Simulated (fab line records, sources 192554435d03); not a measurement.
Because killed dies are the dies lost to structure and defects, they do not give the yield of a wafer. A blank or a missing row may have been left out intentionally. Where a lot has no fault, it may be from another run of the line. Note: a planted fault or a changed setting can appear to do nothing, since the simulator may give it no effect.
Comparing a struck lot with a sound one + flow n5 finfet + 15 steps out of a route of 1938
Sound: these wafers, L305.1, L305.3. Struck: wafer L315.4; the same lot's L315.3 was not struck, so it is left out; see the end for the cause.
For every step that has rows: the tool of each side, followed by ch and its chambers, followed by its first start. Under that, the readings that differ: sound wafers + struck wafers + difference of the means + sigmas: that difference in standard deviations of wafers without a fault.
alike: same words and numbers on both sides, and readings whose means sit less than 2 such deviations apart. not compared: any withheld reading, any reading some wafer has no value for, any bound like >300 that may hide the same value, and any number with overlapping values for which the record gives no deviation.
A row with sigmas, a row that says differs or no value, or rows on one side alone: a step with any of these is where the two part. Numbers that don't overlap but have no deviation are shown without sigmas and don't part them. A reading missing from all wafers of one side parts the sides only when that side holds two or more wafers.

N5_BEOL_M12_ETCH_68: etches SOC in N2/H2, time 285 s.
  sound on rie diel-06 ch 1,3, day 13 15:00; struck on rie diel-05 ch 1, day 16 21:34
| reading                | sound | struck | difference | sigmas |
|------------------------|-------|--------|------------|--------|
| rf hours counter h (h) | 41 64 | 111    | +58        |        |
  alike: drypump motor current A, oes product au, rf vpp V, showerhead plenum p Torr, throttle valve pct
then, 3 steps without rows for these wafers: N5_BEOL_M12_STRIP_69 (strips in N2/H2); N5_BEOL_M12_TRENCH_ETCH_34 (etches SiOC in C4F8/O2/Ar, target depth 318.95 nm, time 125.5 s); N5_BEOL_M12_STRIP_70 (strips in C4F8/O2/Ar).
N5_BEOL_M12_OCD_MEAS_35:
  sound on ocd-01 at day 13 15:20; struck on ocd-01 at day 16 21:53
  alike: trench depth nm
N5_BEOL_M12_STRIP_37: strips in N2/H2.
  sound on plasma asher-02 ch 0,1, day 13 15:22; struck on plasma asher-02 ch 1, day 16 21:57
  alike: drypump motor current A, heater power w, oes product au
  not compared: rf hours counter h
then, 3 steps without rows for these wafers: N5_BEOL_M12_ETCH_38 (etches SiCN in CF4/N2, target depth 68.7 nm, time 73.4 s); N5_BEOL_M12_PRECLEAN_39 (cleans in residue remover, time 60 s); N5_BEOL_M12_SRD_40 (time 30 s, dry time 30 s).
N5_BEOL_M12_DEGAS_41: time 60 s.
  sound on pvd sputter-02 at day 13 16:23; struck on pvd sputter-03 at day 17 03:51
  alike: heater power w
then, 1 step without rows for these wafers: N5_BEOL_M12_PRE_CLEAN_42 (time 30 s).
N5_BEOL_M12_SPUTTER_43: material TaN, target thk 15 nm, time 24.19 s.
  sound on pvd sputter-02 at day 13 16:28; struck on pvd sputter-03 at day 17 03:56
  alike: cathode dc power W, throttle valve pct
N5_BEOL_M12_SPUTTER_44: material Ta, target thk 10 nm, time 16.13 s.
  sound on pvd sputter-02 at day 13 16:33; struck on pvd sputter-03 at day 17 04:01
| reading                                     | sound     | struck | difference | sigmas |
|---------------------------------------------|-----------|--------|------------|--------|
| model.Ta_of_BEOL_M12_SPUTTER_44.thk nm (nm) | 10.2 10.4 | 9.6    | -0.7       |        |
  alike: cathode dc power W, throttle valve pct
N5_BEOL_M12_SPUTTER_45: material Cu, target thk 80 nm, time 13.33 s.
  sound on pvd sputter-02 at day 13 16:38; struck on pvd sputter-03 at day 17 04:05
  alike: cathode dc power W, throttle valve pct
following that, these wafers have no rows for 1 step: N5_PASSIVATION_PROBE_49.

## WHERE THEY PART
Nowhere in this record.

WHY: whatever the simulator had introduced
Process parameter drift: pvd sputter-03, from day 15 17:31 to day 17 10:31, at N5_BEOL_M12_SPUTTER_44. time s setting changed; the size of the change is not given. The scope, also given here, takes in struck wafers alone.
